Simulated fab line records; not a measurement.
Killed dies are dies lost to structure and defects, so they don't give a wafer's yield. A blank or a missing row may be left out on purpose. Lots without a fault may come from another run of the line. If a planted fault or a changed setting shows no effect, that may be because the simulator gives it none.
fab line records	flow n5Finfet
record: lots: 7	wafers: 21
route steps=1938 shown BEOL_M2@890 BEOL_M3@936 BEOL_M4@1064 BEOL_M6@1239
startH: hours from the record's opening day to when the first of the lot's shown wafers began	waitH: hours since the lot's step before	" the same as in the row above	L1.1+2: a single row standing in for several wafers	- no value present, or no start provided	* or withheld: withheld	< > ~ a bound
route shown NAME@n: NAME is a module with steps in the file, n the number in the route of the first one	usual: mean/standard deviation of fault-free wafers	same: alike in all rows	chamber/n: place in a boat	sites: each site's reading	_std_site: standard deviation across them	_edge_site: inner sites' mean taken away from outer sites' mean	radiusMm: for every site, how far away it sits from the centre of the wafer	mask NAME#n: copy n	behind: the last tool/chamber to shape the wafer	hold: why the lot was held/for how many hours/how that ended	device: which transistor (n, p or np) failed to switch	end of line: at the end of the route, the tests of the same wafers	for a step that has no rows: nothing shown but its recipe	killed: the dies lost at the first sort to structure and to defects; this is not the yield of the wafer	map: dies across one wafer; x = killed, . = not, _ = none there
set.NAME: the run value of the setting; set.NAME@STEP: its run value at that earlier step	model.NAME: the simulator's own value behind a step, which no gauge read
lots where settings were altered on purpose, with a table for each step and a row for each wafer
== steps ==
step: N5_BEOL_M2_TRENCH_ETCH_37
recipe: chemistry: C4F6/O2	targetDepthA: 555.55	target: SiOC	timeS: 29.2	ionEnergyEv: 250	pressureMtorr: 30	sourceW: 355	biasW: 185	Ar_flow_sccm: 300	C4F6_flow_sccm: 10	O2_flow_sccm: 10
lot.wafer	tool	chamber	startH	waitH	set.timeS	model.BEOL_M2.featureDepthNm	model.etch.depthNm
L076.3	rieDiel-01	3	-	-	29.2	57	56.91
L076.4	"	0	"	"	29.2	57.2	57.28
L076.6	"	2	"	"	29.2	55.6	55.65
L081.1	rieDiel-03	3	-	-	29.2	56.4	56.31
L081.2	"	1	"	"	29.2	57	56.91
L081.4	"	2	"	"	29.2	57.2	57.19
L080.1	rieDiel-01	3	-	-	29.2	56.4	56.46
L080.3	"	0	"	"	24.04	46.8	46.79
L080.5	"	0	"	"	29.2	56.8	56.78
L084.2	rieDiel-05	3	-	-	32.1	60.6	60.57
L084.3	"	1	"	"	32.1	60.8	60.72
L084.4	"	0	"	"	32.1	60	60.08
L085.1	rieDiel-03	2	-	-	32.05	62.8	62.82
L085.2	"	1	"	"	29.2	56.8	56.8
L085.4	"	3	"	"	32.05	61.4	61.32
L093.2	rieDiel-03	2	-	-	29.2	57.4	57.49
L093.3	"	3	"	"	29.2	56.2	56.27
L093.5	"	3	"	"	29.2	56	56.07
L095.1	rieDiel-05	3	-	-	25.88	49.2	49.22
L095.2	"	0	"	"	25.88	48.2	48.19
L095.5	"	3	"	"	29.2	55.6	55.54
step: N5_BEOL_M2_ETCH_41
recipe: chemistry: CH3F/O2	target: SiCN	targetDepthA: 299	taperDeg: 2	timeS: 52.5	ionEnergyEv: 120	maskMaterial: TiN	pressureMtorr: 30	sourceW: 395	biasW: 75	Ar_flow_sccm: 150	CH3F_flow_sccm: 30	O2_flow_sccm: 20
step: N5_BEOL_M2_STRIP_97
recipe: chemistry: N2/H2	timeS: 10	powerW: 450	tempC: 40	pressureMtorr: 20	rfFrequencyHz: 6e+07	biasPowerW: 7	n2FlowSccm: 200	h2FlowSccm: 200
step: N5_BEOL_M2_OCD_MEAS_38
usual: trenchDepthNm: 56.3/1.1
lot.wafer	tool	chamber	startH	waitH	set.timeS@BEOL_M2_TRENCH_ETCH_37	trenchDepthNm
L076.3	ocd-02	-	152.81	-	29.2	57.0
L076.4	"	-	"	"	29.2	56.8
L076.6	"	-	"	"	29.2	55.2
L081.1	ocd-01	-	176.04	-	29.2	56.1
L081.2	"	-	"	"	29.2	57.4
L081.4	"	-	"	"	29.2	57.3
L080.1	ocd-02	-	176.11	-	29.2	56.6
L080.3	"	-	"	"	24.04	46.7
L080.5	"	-	"	"	29.2	56.7
L084.2	ocd-02	-	199.93	-	32.1	60.3
L084.3	"	-	"	"	32.1	60.5
L084.4	"	-	"	"	32.1	60.0
L085.1	ocd-01	-	205.39	-	32.05	62.7
L085.2	"	-	"	"	29.2	56.8
L085.4	"	-	"	"	32.05	61.4
L093.2	ocd-02	-	249.87	-	29.2	57.8
L093.3	"	-	"	"	29.2	56.2
L093.5	"	-	"	"	29.2	56.4
L095.1	ocd-01	-	272.30	-	25.88	50.1
L095.2	"	-	"	"	25.88	48.1
L095.5	"	-	"	"	29.2	55.6
step: N5_BEOL_M2_HM_STRIP_39
recipe: chemistry: peroxideTinStrip	material: TiN	targetDepthA: 250	tempC: 50	timeS: 158
step: N5_BEOL_M2_SRD_40
recipe: timeS: 30	tempC: 23	rinseLiquid: diw	dry: ipaMarangoni
step: N5_BEOL_M2_ECD_50
recipe: material: Cu	targetThkA: 3000
step: N5_BEOL_M2_ANNEAL_51
recipe: tempC: 225	timeS: 90	ambient: N2
step: N5_BEOL_M2_CMP_52
recipe: stopOn: SiOC	tOverpolishS: 6.8	downForcePsi: 1	platenRpm: 50	clearingPlatenDownForcePsi: 1.5	clearingPlatenRpm: 50	postCmpClean: cuAlkaline	targetThkNm: 40	clearingPlatenPadVelocityMS: 0.99484	padVelocityMS: 0.99484
lot.wafer	tool	chamber	startH	waitH	set.timeS@BEOL_M2_TRENCH_ETCH_37	model.Cu_of_BEOL_M2_ECD_50.thkNm
L076.4	cmp-01	0	155.94	0.1	29.2	44.6
L076.3	"	1	"	"	29.2	44.8
L076.6	"	0	"	"	29.2	43.4
L081.4	cmp-04	2	179.56	0.1	29.2	42
L081.1	"	0	"	"	29.2	42.6
L081.2	"	1	"	"	29.2	44.6
L080.3	cmp-01	1	179.99	0.2	24.04	34.2
L080.1	"	3	"	"	29.2	41.6
L080.5	"	0	"	"	29.2	43
L084.3	cmp-04	3	205.26	0.2	32.1	47
L084.4	"	0	"	"	32.1	46.4
L084.2	"	2	"	"	32.1	45.6
L085.4	cmp-01	0	209.13	0.1	32.05	46.2
L085.2	"	1	"	"	29.2	42.2
L085.1	"	2	"	"	32.05	48.2
L093.2	cmp-04	0	253.52	0.2	29.2	41.8
L093.3	"	2	"	"	29.2	41
L093.5	"	1	"	"	29.2	42.6
L095.2	cmp-02	0	276.01	0.3	25.88	32.2
L095.1	"	1	"	"	25.88	34.6
L095.5	"	2	"	"	29.2	38.8
step: N5_BEOL_M2_THK_MEAS_53
recipe: thkMeasGauge: xrf	reads: Cu_of_BEOL_M2_ECD_50
usual: M2_THK: 41.5/1.6
lot.wafer	tool	chamber	startH	waitH	set.timeS@BEOL_M2_TRENCH_ETCH_37	M2_THK[nm]
L076.3	filmMetro-02	-	156.24	-	29.2	45.1
L076.4	"	-	"	"	29.2	44.9
L076.6	"	-	"	"	29.2	43.6
L081.1	filmMetro-01	-	179.86	-	29.2	43.0
L081.2	"	-	"	"	29.2	45.2
L081.4	"	-	"	"	29.2	42.3
L080.1	filmMetro-02	-	180.25	-	29.2	41.2
L080.3	"	-	"	"	24.04	33.7
L080.5	"	-	"	"	29.2	42.7
L084.2	filmMetro-01	-	205.55	-	32.1	45.1
L084.3	"	-	"	"	32.1	46.1
L084.4	"	-	"	"	32.1	46.0
L085.1	filmMetro-01	-	209.42	-	32.05	48.1
L085.2	"	-	"	"	29.2	41.8
L085.4	"	-	"	"	32.05	45.8
L093.2	filmMetro-01	-	253.81	-	29.2	41.9
L093.3	"	-	"	"	29.2	41.1
L093.5	"	-	"	"	29.2	42.5
L095.1	filmMetro-02	-	276.24	0.1	25.88	34.6
L095.2	"	-	"	"	25.88	32.3
L095.5	"	-	"	"	29.2	38.8
step: N5_BEOL_M2_PRE_CLEAN_60
recipe: gas: NH3/H2	timeS: 15	tempC: *	rfPowerW: 300
step: N5_BEOL_M2_CO_CAP_55
recipe: material: Co	targetThkA: 20	tempC: 200	precursor: CCTBA/H2	pressureTorr: 30	timeS: 102.1
step: N5_BEOL_M2_PRE_CLEAN_56
recipe: gas: NH3	timeS: 15	tempC: withheld	rfPowerW: 300
step: N5_BEOL_M2_DEP_57
recipe: material: SiCN	targetThkA: 80	tempC: withheld	precursor: 3MS/NH3	pressureTorr: 3	rfW: 202	timeS: 14
step: N5_BEOL_M2_RS_MEAS_58
recipe: thkMeasGauge: four-point-probe	reads: Co_of_BEOL_M2_CO_CAP_55+Cu_of_BEOL_M2_ECD_50+Co_of_BEOL_M2_CVD_47+TaN_of_BEOL_M2_ALD_84
usual: M2_RS: 0.64/0.031
lot.wafer	tool	chamber	startH	waitH	set.timeS@BEOL_M2_TRENCH_ETCH_37	M2_RS[ohm/sq]
L076.3	filmMetro-01	-	156.69	0.1	29.2	0.58
L076.4	"	-	"	"	29.2	0.58
L076.6	"	-	"	"	29.2	0.60
L081.1	filmMetro-01	-	180.15	0.1	29.2	0.61
L081.2	"	-	"	"	29.2	0.58
L081.4	"	-	"	"	29.2	0.63
L080.1	filmMetro-02	-	180.51	0.0	29.2	0.63
L080.3	"	-	"	"	24.04	0.82
L080.5	"	-	"	"	29.2	0.61
L084.2	filmMetro-02	-	205.81	0.1	32.1	0.56
L084.3	"	-	"	"	32.1	0.54
L084.4	"	-	"	"	32.1	0.55
L085.1	filmMetro-02	-	209.70	0.0	32.05	0.53
L085.2	"	-	"	"	29.2	0.63
L085.4	"	-	"	"	32.05	0.56
L093.2	filmMetro-02	-	254.07	0.1	29.2	0.63
L093.3	"	-	"	"	29.2	0.65
L093.5	"	-	"	"	29.2	0.62
L095.1	filmMetro-02	-	276.50	0.0	25.88	0.81
L095.2	"	-	"	"	25.88	0.88
L095.5	"	-	"	"	29.2	0.70
step: N5_BEOL_M3_COAT_62
recipe: resist: SiARC	tempC: 220	timeS: 60	spinRpm: 1500	resistThkNm: 12
lot.wafer	tool	chamber	startH	waitH	set.spinRpm	model.SiARC_of_BEOL_M3_COAT_62.thkNm
L076.3+4	lithoTrack-04	0	-	-	1500	12
L076.6	"	0	"	"	1367	12.6
L081.1+2+4	lithoTrack-02	0	-	-	1500	12
L080.1+3	lithoTrack-04	0	-	-	1655	11.4
L080.5	"	0	"	"	1500	12
L084.2+4	lithoTrack-04	0	-	-	1569	11.8
L084.3	"	0	"	"	1500	12
L085.1	lithoTrack-04	0	-	-	1500	12
L085.2+4	"	0	"	"	1550	11.8
L093.2+3+5	lithoTrack-02	0	-	-	1500	12
L095.1+2+5	lithoTrack-02	0	-	-	1571	11.8
step: N5_BEOL_M3_COAT_05
recipe: resist: CAR-EUV	spinRpm: 1500	resistThkNm: 30
lot.wafer	tool	chamber	startH	waitH	set.spinRpm	model.CAR-EUV_of_BEOL_M3_COAT_05.thkNm
L076.3	lithoTrack-04	0	-	-	1594	29.2
L076.4+6	"	0	"	"	1500	30
L081.1+2+4	lithoTrack-02	0	-	-	1500	30
L080.1+3	lithoTrack-04	0	-	-	1500	30
L080.5	"	0	"	"	1500	29.8
L084.2	lithoTrack-04	0	-	-	1500	30
L084.3	"	0	"	"	1378	31.4
L084.4	"	0	"	"	1378	31.2
L085.1	lithoTrack-04	0	-	-	1367	31.4
L085.2+4	"	0	"	"	1500	30
L093.2	lithoTrack-02	0	-	-	1456	30.4
L093.3+5	"	0	"	"	1456	30.6
L095.1+2+5	lithoTrack-02	0	-	-	1500	30
step: N5_BEOL_M3_EBR_07
recipe: solvent: PGMEA	ebrWidthMm: 1.5
step: N5_BEOL_M3_SOFTBAKE_06
recipe: tempC: 110	timeS: 60	resist: CAR-EUV
step: N5_BEOL_M3_EXPOSE_08
recipe: maskId: M3	na: 0.33	sourceShape: dipole	sigmaInner: 0.369	sigmaOuter: 0.767	polarization: unpolarized	doseMj: 33
step: N5_BEOL_M3_PEB_09
recipe: pebTempC: 100	pebTimeS: 60	resist: CAR-EUV
step: N5_BEOL_M3_DEVELOP_10
recipe: developTimeS: 30	developer: TMAH	resist: CAR-EUV	rinseLiquid: surfactantRinse	dry: airSpin	devTempC: 23
lot.wafer	tool	chamber	startH	waitH	set.spinRpm@BEOL_M3_COAT_05	model.CAR-EUV_of_BEOL_M3_COAT_05.thkNm
L076.3	lithoTrack-04	0	-	-	1594	28.6
L076.4	"	0	"	"	1500	29.4
L076.6	"	0	"	"	1500	29.6
L081.1+2+4	lithoTrack-05	0	-	-	1500	29.6
L080.1	lithoTrack-02	0	-	-	1500	29.6
L080.3+5	"	0	"	"	1500	29.4
L084.2	lithoTrack-02	0	-	-	1500	29.6
L084.3	"	0	"	"	1378	31
L084.4	"	0	"	"	1378	30.8
L085.1	lithoTrack-02	0	-	-	1367	31
L085.2+4	"	0	"	"	1500	29.6
L093.2+3+5	lithoTrack-02	0	-	-	1456	30
L095.1+2	lithoTrack-02	0	-	-	1500	29.4
L095.5	"	0	"	"	1500	29.6
step: N5_BEOL_M3_DESCUM_16
recipe: chemistry: O2	timeS: 7	sourcePowerW: 50	biasPowerW: 20	pressureMtorr: 20	rfFrequencyHz: 2.712e+07	tempC: 40	resist: CAR-EUV	o2FlowSccm: 225
step: N5_BEOL_M3_ETCH_74
recipe: chemistry: N2/H2	target: underlayer	targetDepthA: 65	maskMaterial: CAR-EUV	timeS: 5.2	ionEnergyEv: 200	pressureMtorr: 30	sourceW: 840	biasW: 150	n2FlowSccm: 200	h2FlowSccm: 200	ends: cleared
step: N5_BEOL_M3_ETCH_63
recipe: chemistry: CF4	target: SiARC	targetDepthA: 156	maskMaterial: CAR-EUV	timeS: 26	ionEnergyEv: 80	pressureMtorr: 40	sourceW: 545	biasW: 36	Ar_flow_sccm: 100	cf4FlowSccm: 100	ends: cleared
lot.wafer	tool	chamber	startH	waitH	set.spinRpm@BEOL_M3_COAT_62	set.spinRpm@BEOL_M3_COAT_05	model.CAR-EUV_of_BEOL_M3_COAT_05.thkNm	model.etch.depthNm
L076.3	rieDiel-06	0	159.40	0.0	1500	1594	10.2	12.03
L076.4	"	1	"	"	1500	1500	11	12.04
L076.6	"	1	"	"	1367	1500	10.6	12.62
L081.1	rieDiel-02	2	181.42	0.0	1500	1500	11.2	12.03
L081.2	"	3	"	"	1500	1500	11	12.05
L081.4	"	0	"	"	1500	1500	11	12.03
L080.1	rieDiel-02	3	184.00	0.0	1655	1500	11.6	11.43
L080.3	"	1	"	"	1655	1500	11.4	11.46
L080.5	"	0	"	"	1500	1500	11	12.03
L084.2	rieDiel-04	2	206.83	0.0	1569	1500	11.2	11.81
L084.3	"	1	"	"	1500	1378	12.6	12.1
L084.4	"	0	"	"	1569	1378	12.6	11.81
L085.1	rieDiel-04	3	212.08	0.0	1500	1367	12.6	11.92
L085.2	"	1	"	"	1550	1500	11.4	11.78
L085.4	"	2	"	"	1550	1500	11.2	11.8
L093.2+3	rieDiel-06	2,3	255.82	0.0	1500	1456	11.6	11.97
L093.5	"	3	"	"	1500	1456	11.8	11.97
L095.1	rieDiel-02	1	278.01	0.0	1571	1500	11.2	11.81
L095.2	"	0	"	"	1571	1500	11.2	11.76
L095.5	"	1	"	"	1571	1500	11.2	11.8
step: N5_BEOL_M3_TRENCH_ETCH_37
recipe: chemistry: C4F6/O2	targetDepthA: 555.55	target: SiOC	timeS: 29.2	ionEnergyEv: 250	pressureMtorr: 30	sourceW: 355	biasW: 185	Ar_flow_sccm: 300	C4F6_flow_sccm: 10	O2_flow_sccm: 10
usual: rfVppV: 662/8.8
lot.wafer	tool	chamber	startH	waitH	set.sourceW	rfVppV	model.etch.depthNm	model.BEOL_M3.featureDepthNm
L076.3	rieDiel-04	2	-	-	355	657	55.99	56
L076.4	"	0	"	"	355	670	55.64	55.6
L076.6	"	3	"	"	355	651	55.52	55.6
L081.1	rieDiel-06	2	-	-	355	672	54.4	54.4
L081.2	"	3	"	"	355	678	54.83	54.8
L081.4	"	2	"	"	355	671	54.89	54.8
L080.1	rieDiel-02	1	-	-	299.2	715	51.73	51.8
L080.3	"	3	"	"	299.2	723	52.61	52.6
L080.5	"	0	"	"	355	668	56.98	57
L084.2	rieDiel-06	3	-	-	355	678	54.74	54.8
L084.3	"	1	"	"	355	653	55.45	55.4
L084.4	"	2	"	"	355	672	55.14	55.2
L085.1	rieDiel-06	0	-	-	355	662	53.46	53.4
L085.2	"	3	"	"	355	676	54.65	54.6
L085.4	"	2	"	"	355	672	54.4	54.4
L093.2	rieDiel-04	3	-	-	390.9	620	57.13	57.2
L093.3	"	2	"	"	390.9	624	57.4	57.4
L093.5	"	3	"	"	355	652	55.32	55.4
L095.1	rieDiel-02	0	-	-	384.8	643	57.86	57.8
L095.2	"	1	"	"	355	654	55.64	55.6
L095.5	"	3	"	"	355	661	55.8	55.8
step: N5_BEOL_M3_ETCH_41
recipe: chemistry: CH3F/O2	target: SiCN	targetDepthA: 299	taperDeg: 2	timeS: 52.5	ionEnergyEv: 120	maskMaterial: TiN	pressureMtorr: 30	sourceW: 395	biasW: 75	Ar_flow_sccm: 150	CH3F_flow_sccm: 30	O2_flow_sccm: 20
step: N5_BEOL_M3_STRIP_97
recipe: chemistry: N2/H2	timeS: 10	powerW: 450	tempC: 40	pressureMtorr: 20	rfFrequencyHz: 6e+07	biasPowerW: 7	n2FlowSccm: 200	h2FlowSccm: 200
step: N5_BEOL_M3_OCD_MEAS_38
usual: trenchDepthNm: 55.3/0.85
lot.wafer	tool	chamber	startH	waitH	set.sourceW@BEOL_M3_TRENCH_ETCH_37	trenchDepthNm
L076.3	ocd-01	-	170.85	-	355	55.6
L076.4	"	-	"	"	355	56.0
L076.6	"	-	"	"	355	55.9
L081.1	ocd-02	-	184.07	-	355	54.5
L081.2	"	-	"	"	355	54.6
L081.4	"	-	"	"	355	55.0
L080.1	ocd-01	-	185.53	-	299.2	51.8
L080.3	"	-	"	"	299.2	52.8
L080.5	"	-	"	"	355	56.8
L084.2	ocd-01	-	211.62	-	355	54.7
L084.3	"	-	"	"	355	55.3
L084.4	"	-	"	"	355	54.4
L085.1	ocd-01	-	215.55	-	355	53.4
L085.2	"	-	"	"	355	54.8
L085.4	"	-	"	"	355	54.0
L093.2	ocd-02	-	261.71	-	390.9	57.2
L093.3	"	-	"	"	390.9	57.3
L093.5	"	-	"	"	355	56.1
L095.1	ocd-01	-	281.25	-	384.8	58.0
L095.2	"	-	"	"	355	55.7
L095.5	"	-	"	"	355	55.8
step: N5_BEOL_M4_ETCH_70
recipe: chemistry: N2/H2	target: SOC	targetDepthA: 800	overetchA: 240	maskMaterial: SiARC	tempC: 40	timeS: 130	ionEnergyEv: 200	pressureMtorr: 30	sourceW: 840	biasW: 150	n2FlowSccm: 200	h2FlowSccm: 200
usual: rfVppV: 524.1/2.4
lot.wafer	tool	chamber	startH	waitH	set.sourceW	rfVppV
L076.3	rieDiel-05	3	186.62	0.0	697.7	555.5
L076.4	"	0	"	"	840	528.4
L076.6	"	2	"	"	697.7	558.4
L081.1	rieDiel-05	3	192.39	0.0	840	524.4
L081.2	"	2	"	"	840	528.0
L081.4	"	1	"	"	840	523.5
L080.1	rieDiel-05	3	194.61	0.0	772.2	539.3
L080.3	"	2	"	"	840	524.0
L080.5	"	2	"	"	772.2	541.2
L084.2	rieDiel-05	2	220.53	0.0	840	526.3
L084.3	"	3	"	"	787.8	534.3
L084.4	"	0	"	"	787.8	538.8
L085.1	rieDiel-03	0	229.77	0.0	906.6	515.5
L085.2	"	2	"	"	840	521.7
L085.4	"	1	"	"	906.6	510.3
L093.2	rieDiel-05	1	271.56	0.0	840	521.4
L093.3	"	0	"	"	840	527.1
L093.5	"	3	"	"	840	524.4
L095.1	rieDiel-05	2	288.86	0.0	840	526.1
L095.2	"	3	"	"	722.9	549.9
L095.5	"	2	"	"	840	525.6
step: N5_BEOL_M6_TRENCH_ETCH_37
recipe: chemistry: C4F6/O2	targetDepthA: 944.35	target: SiCOH_lowk	timeS: 31.5	ionEnergyEv: 250	pressureMtorr: 30	sourceW: 345	biasW: 185	Ar_flow_sccm: 300	C4F6_flow_sccm: 10	O2_flow_sccm: 10
usual: rfVppV: 670/11
lot.wafer	tool	chamber	startH	waitH	set.biasW	rfVppV	model.BEOL_M6.featureDepthNm	model.etch.depthNm
L076.3	rieDiel-01	0	-	-	185	670	96	95.99
L076.4	"	3	"	"	185	681	95.4	95.3
L076.6	"	0	"	"	185	671	95.2	95.26
L081.1	rieDiel-05	2	-	-	185	668	93	92.99
L081.2	"	3	"	"	185	651	94.4	94.45
L081.4	"	0	"	"	185	676	93.4	93.48
L080.1	rieDiel-01	0	-	-	212	747	102.2	102.2
L080.3	"	3	"	"	212	757	101.6	101.6
L080.5	"	0	"	"	185	670	96.8	96.8
L084.2	rieDiel-03	2	-	-	199.5	729	99.6	99.6
L084.3	"	0	"	"	185	670	96	96.08
L084.4	"	3	"	"	185	675	94.8	94.76
L085.1	rieDiel-05	3	-	-	185	651	94.6	94.57
L085.2	"	0	"	"	185	677	93.6	93.67
L085.4	"	1	"	"	185	664	94	94.01
L093.2	rieDiel-05	2	-	-	185	665	94.6	94.66
L093.3	"	3	"	"	185	651	93	92.98
L093.5	"	0	"	"	194.6	705	94.4	94.33
L095.1	rieDiel-05	0	-	-	156.1	592	88	87.93
L095.2	"	3	"	"	156.1	567	88	87.93
L095.5	"	0	"	"	185	677	93.4	93.36
step: N5_BEOL_M6_ETCH_41
recipe: chemistry: CH3F/O2	target: SiCN	targetDepthA: 297	taperDeg: 2	timeS: 52	ionEnergyEv: 120	maskMaterial: TiN	pressureMtorr: 30	sourceW: 395	biasW: 75	Ar_flow_sccm: 150	CH3F_flow_sccm: 30	O2_flow_sccm: 20
step: N5_BEOL_M6_STRIP_80
recipe: chemistry: N2/H2	timeS: 10	powerW: 450	tempC: 40	pressureMtorr: 20	rfFrequencyHz: 6e+07	biasPowerW: 7	n2FlowSccm: 200	h2FlowSccm: 200
step: N5_BEOL_M6_OCD_MEAS_38
usual: trenchDepthNm: 95.0/1.8
lot.wafer	tool	chamber	startH	waitH	set.biasW@BEOL_M6_TRENCH_ETCH_37	trenchDepthNm
L076.3	ocd-01	-	211.40	-	185	96.2
L076.4	"	-	"	"	185	95.3
L076.6	"	-	"	"	185	95.2
L081.1	ocd-02	-	218.15	-	185	93.2
L081.2	"	-	"	"	185	94.3
L081.4	"	-	"	"	185	93.4
L080.1	ocd-02	-	218.53	-	212	102.4
L080.3	"	-	"	"	212	101.6
L080.5	"	-	"	"	185	97.0
L084.2	ocd-01	-	247.08	-	199.5	100.1
L084.3	"	-	"	"	185	95.5
L084.4	"	-	"	"	185	94.4
L085.1	ocd-02	-	253.18	-	185	94.3
L085.2	"	-	"	"	185	94.2
L085.4	"	-	"	"	185	94.0
L093.2	ocd-01	-	293.71	-	185	95.0
L093.3	"	-	"	"	185	92.8
L093.5	"	-	"	"	194.6	94.7
L095.1	ocd-02	-	311.83	-	156.1	87.8
L095.2	"	-	"	"	156.1	87.4
L095.5	"	-	"	"	185	93.6
== key ==
split: step: N5_BEOL_M2_TRENCH_ETCH_37	setting: timeS	stated: 29.2	by: wafer
response: step: N5_BEOL_M2_TRENCH_ETCH_37	reading: model.BEOL_M2.featureDepthNm	change: +0.565	per: 1%	r: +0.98
response: step: N5_BEOL_M2_TRENCH_ETCH_37	reading: model.etch.depthNm	change: +0.564	per: 1%	r: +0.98
response: step: N5_BEOL_M2_OCD_MEAS_38	reading: trenchDepthNm	change: +0.561	per: 1%	r: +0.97
response: step: N5_BEOL_M2_CMP_52	reading: model.Cu_of_BEOL_M2_ECD_50.thkNm	change: +0.472	per: 1%	r: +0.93
response: step: N5_BEOL_M2_THK_MEAS_53	reading: M2_THK	change: +0.479	per: 1%	r: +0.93
response: step: N5_BEOL_M2_RS_MEAS_58	reading: M2_RS	change: -0.0113	per: 1%	r: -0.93
split: step: N5_BEOL_M3_COAT_62	setting: spinRpm	stated: 1500	by: wafer
response: step: N5_BEOL_M3_COAT_62	reading: model.SiARC_of_BEOL_M3_COAT_62.thkNm	change: -0.0602	per: 1%	r: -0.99
response: step: N5_BEOL_M3_ETCH_63	reading: model.etch.depthNm	change: -0.0596	per: 1%	r: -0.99
split: step: N5_BEOL_M3_COAT_05	setting: spinRpm	stated: 1500	by: wafer
response: step: N5_BEOL_M3_COAT_05	reading: model.CAR-EUV_of_BEOL_M3_COAT_05.thkNm	change: -0.152	per: 1%	r: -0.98
response: step: N5_BEOL_M3_DEVELOP_10	reading: model.CAR-EUV_of_BEOL_M3_COAT_05.thkNm	change: -0.156	per: 1%	r: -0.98
response: step: N5_BEOL_M3_ETCH_63	reading: model.CAR-EUV_of_BEOL_M3_COAT_05.thkNm	change: -0.145	per: 1%	r: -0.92
split: step: N5_BEOL_M3_TRENCH_ETCH_37	setting: sourceW	stated: 355	by: wafer
response: step: N5_BEOL_M3_TRENCH_ETCH_37	reading: rfVppV	change: -2.93	per: 1%	r: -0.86
response: step: N5_BEOL_M3_TRENCH_ETCH_37	reading: model.etch.depthNm	change: +0.27	per: 1%	r: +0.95
response: step: N5_BEOL_M3_TRENCH_ETCH_37	reading: model.BEOL_M3.featureDepthNm	change: +0.267	per: 1%	r: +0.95
response: step: N5_BEOL_M3_OCD_MEAS_38	reading: trenchDepthNm	change: +0.242	per: 1%	r: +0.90
split: step: N5_BEOL_M4_ETCH_70	setting: sourceW	stated: 840	by: wafer
response: step: N5_BEOL_M4_ETCH_70	reading: rfVppV	change: -1.67	per: 1%	r: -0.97
split: step: N5_BEOL_M6_TRENCH_ETCH_37	setting: biasW	stated: 185	by: wafer
response: step: N5_BEOL_M6_TRENCH_ETCH_37	reading: rfVppV	change: +6.22	per: 1%	r: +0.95
response: step: N5_BEOL_M6_TRENCH_ETCH_37	reading: model.BEOL_M6.featureDepthNm	change: +0.357	per: 1%	r: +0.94
response: step: N5_BEOL_M6_TRENCH_ETCH_37	reading: model.etch.depthNm	change: +0.357	per: 1%	r: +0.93
response: step: N5_BEOL_M6_OCD_MEAS_38	reading: trenchDepthNm	change: +0.387	per: 1%	r: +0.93
